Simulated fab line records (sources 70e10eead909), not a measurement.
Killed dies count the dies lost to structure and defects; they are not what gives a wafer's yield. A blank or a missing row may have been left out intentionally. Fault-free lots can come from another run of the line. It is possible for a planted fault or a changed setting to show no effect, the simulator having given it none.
Code-filled problem report in 8D (eight disciplines) form	flow nand_harc	the parts of the form that need people (team, actions taken, sign-off) are left out

1. WHAT WENT WRONG
sort_rim_yield_pct at NHARC_END_SORT_01 reads a mean of 75 % on 1 wafer of 1 lot; wafers without a fault read 91 % with a standard deviation of 3.7. That puts it -4.3 standard deviations away from the usual mean.
First observed at day 30 19:53: wafer L799.3, on prober-02. The record has a number at this step for 7 wafers belonging to 3 lots. Rule for "out" (also "out of limits"): further than 4 standard deviations from the usual mean. The other wafers with a number count as sound.

2. WHAT THIS IS AND IS NOT
question	is	is not
which readings at this step	sort_rim_yield_pct	killed_at_other, killed_at_periphery, killed_open, killed_short, sort_bin_3_pct, sort_bin_4_pct
which lots	L799	L788, L796
which wafers of those lots	all that have a number	-
read on which gauges	prober-02	-
when	from day 30 19:53	up to then (6 sound wafers)

3. SUSPECTS, AND WHAT RULES EACH OUT
Counting: any tool at a process step up to the reading is kept as a suspect provided that every lot that is out went through it and no sound lot did after the first of them.
- the gauge at NHARC_END_SORT_01: kept. All the wafers that are out were read on prober-02, and no step on other tools shows them out.
- rie_diel-04 at NHARC_A_M1_ETCH_15 (etches the open film in C4F8/Ar, target depth 182.5 nm, time 91.2 s): kept. It ran the lot that is out, L799 (day 29 02:19), and no sound lot after that; its last sound lot up to then is L796 (day 28 04:04).
- rie_diel-02 at NHARC_A_M1_STRIP_18 (strips in N2/H2): kept. It ran the lot that is out, L799 (day 29 02:30), and no sound lot after that; its last sound lot up to then is L796 (day 28 04:16).
- cmp-04 at NHARC_A_M1_CMP_23 (polishes, t overpolish 20 s, target thk 154.34 nm): kept. It ran the lot that is out, L799 (day 29 04:18), and no sound lot after that; its last sound lot up to then is L796 (day 28 06:03).
- pecvd-02 at NHARC_A_M1_DEP_33 (deposits SiCN, target thk 30 nm): kept. It ran the lot that is out, L799 (day 29 05:00), and no sound lot after that.
- pecvd-03 at NHARC_A_BONDPAD_DEP_00 (deposits SiCN, target thk 250 nm): kept. It ran the lot that is out, L799 (day 29 05:38), and no sound lot after that.
- cmp-04 at NHARC_A_BONDPAD_CMP_29 (polishes SiCN, target thk 200 nm): kept. It ran the lot that is out, L799 (day 29 05:59), and no sound lot after that; its last sound lot up to then is L788 (day 24 08:20).
Left after counting: rie_diel-04 at NHARC_A_M1_ETCH_15, rie_diel-02 at NHARC_A_M1_STRIP_18, cmp-04 at NHARC_A_M1_CMP_23, pecvd-02 at NHARC_A_M1_DEP_33, pecvd-03 at NHARC_A_BONDPAD_DEP_00, cmp-04 at NHARC_A_BONDPAD_CMP_29, prober-02 at NHARC_END_SORT_01.

4. THE CAUSE (what the simulator had put in)
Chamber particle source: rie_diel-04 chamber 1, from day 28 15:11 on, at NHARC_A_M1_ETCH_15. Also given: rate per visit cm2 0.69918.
Counting left 7 suspects, and this tool is among them.

5. SEQUENCE OF EFFECTS, ordered by route
One row per reading whose mean, taken over the struck wafers that have a number, lies over 3 standard deviations from the usual. Only readings whose record carries a usual standard deviation are examined. hours: median over the lots of the time between each lot's start at the first step of this table that gives one and its start at this step. sigmas: the change, counted in usual standard deviations.
hours	step	reading	usual	on struck wafers	change	sigmas
0	NHARC_END_SORT_01	killed_at_array	52	107	+55	+3.1
0	NHARC_END_SORT_01	sort_bin_2_pct	3.0 %	7.4	+4.4	+4.0
0	NHARC_END_SORT_01	sort_rim_yield_pct	91 %	75	-16	-4.3

6. WHAT WOULD HAVE CAUGHT IT SOONER
53 hours passed between the start of the fault at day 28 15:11 and the first reading out of limits at a measuring or inspecting step in this record, taken at day 30 19:53.
Of the tool readings at NHARC_A_M1_ETCH_15 for which the record gives a usual standard deviation, none was out on any struck wafer, so an alarm limit of 4 standard deviations on them would not have fired.
By day 30 19:53 the whole set of lots that are out, 1 in number, had already begun NHARC_A_M1_ETCH_15 on rie_diel-04. Had the tool been put on hold then, not one of them would have been saved.
